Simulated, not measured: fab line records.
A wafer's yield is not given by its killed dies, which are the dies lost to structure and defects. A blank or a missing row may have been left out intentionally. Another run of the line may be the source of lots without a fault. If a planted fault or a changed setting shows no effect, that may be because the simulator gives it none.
Matching of chambers | flow nand_harc | rie_diel-09 running NHARC_A_BLC_STRIP_29: 4 sister chambers
The step strips in CF4. 24 wafers are shown with their chamber, then 12 later ones without.

## WAFERS WITH THEIR CHAMBER
wafer  | chamber | drypump_motor_current_A (A) | oes_product_au (a.u.) | rf_vpp_V (V)
L074.1 | 2       | 6.3                         | 1.004                 | 61.1
L074.2 | 3       | 5.5                         | 1.028                 | 58.5
L074.5 | 0       | 6.3                         | 0.992                 | 58.9
L076.2 | 2       | 6.3                         | 0.992                 | 59.3
L076.4 | 1       | 5.5                         | 1.018                 | 59.3
L076.5 | 1       | 5.5                         | 1.022                 | 59.4
L079.1 | 0       | 6.3                         | 0.998                 | 58.5
L079.2 | 2       | 6.3                         | 1.001                 | 58.5
L079.5 | 0       | 6.3                         | 0.996                 | 59.2
L081.3 | 0       | 6.3                         | 0.996                 | 60.0
L081.4 | 2       | 6.3                         | 0.999                 | 60.0
L081.6 | 3       | 5.4                         | 1.005                 | 58.7
L082.2 | 0       | 6.3                         | 0.993                 | 59.1
L082.4 | 3       | 5.5                         | 1.009                 | 58.3
L082.6 | 3       | 5.5                         | 1.006                 | 59.5
L085.1 | 3       | 5.4                         | 1.023                 | 60.7
L085.2 | 2       | 6.3                         | 0.998                 | 56.6
L085.6 | 1       | 5.6                         | 1.014                 | 59.0
L083.1 | 2       | 6.3                         | 0.999                 | 59.9
L083.2 | 3       | 5.5                         | 1.020                 | 58.8
L083.3 | 1       | 5.5                         | 1.017                 | 58.7
L086.1 | 1       | 5.5                         | 1.018                 | 61.3
L086.2 | 3       | 5.4                         | 1.011                 | 59.4
L086.5 | 2       | 6.3                         | 1.006                 | 59.4

SIGNATURES (means of the wafers above)
reading                 | chamber 0 | chamber 1 | chamber 2 | chamber 3 | scatter within a chamber
drypump_motor_current_A | 6.300     | 5.520     | 6.300     | 5.457     | 0.0355
oes_product_au          | 0.99500   | 1.01780   | 0.99986   | 1.01457   | 0.00579
rf_vpp_V                | 59.140    | 59.540    | 59.257    | 59.129    | 1.04
Rule: for each reading, subtract the chamber's mean from the wafer's reading, divide by that reading's scatter and square the result; add these up over the readings and take the root, which gives the wafer's distance from the chamber. If the next closest chamber is less than 2 further off than the closest, the wafer can't be placed; otherwise it belongs to the closest. How the scatter is found: for the shown wafers, subtract from each reading the mean of its chamber, square and add these, divide the total by (wafers less chambers), then take the root.

## WAFERS WHOSE CHAMBER IS MISSING
wafer  | drypump_motor_current_A (A) | oes_product_au (a.u.) | rf_vpp_V (V)
L092.1 | 5.6                         | 1.013                 | 61.5
L092.5 | 5.5                         | 1.007                 | 58.7
L092.6 | 6.3                         | 0.987                 | 58.5
L093.1 | 5.5                         | 1.000                 | 59.2
L093.2 | 6.3                         | 0.994                 | 61.0
L093.3 | 5.6                         | 1.012                 | 60.5
L094.2 | 5.5                         | 0.998                 | 61.5
L094.4 | 6.3                         | 1.004                 | 59.9
L094.5 | 5.5                         | 1.007                 | 59.6
L096.1 | 6.3                         | 0.989                 | 59.5
L096.3 | 5.5                         | 1.002                 | 58.5
L096.6 | 6.3                         | 0.995                 | 60.0

## THE CHAMBER EACH PASSED THROUGH
wafer  | from the rows above     | in truth
L092.1 | can't be placed: 1 or 3 | 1
L092.5 | can't be placed: 3 or 1 | 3
L092.6 | can't be placed: 0 or 2 | 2
L093.1 | can't be placed: 3 or 1 | 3
L093.2 | can't be placed: 0 or 2 | 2
L093.3 | can't be placed: 1 or 3 | 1
L094.2 | can't be placed: 3 or 1 | 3
L094.4 | can't be placed: 2 or 0 | 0
L094.5 | can't be placed: 3 or 1 | 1
L096.1 | can't be placed: 0 or 2 | 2
L096.3 | can't be placed: 3 or 1 | 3
L096.6 | can't be placed: 0 or 2 | 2
Correctly placed: 0 of 12. From these rows, 12 cannot be placed; in 12 the true chamber is one of the candidates. Wrongly placed: 0.
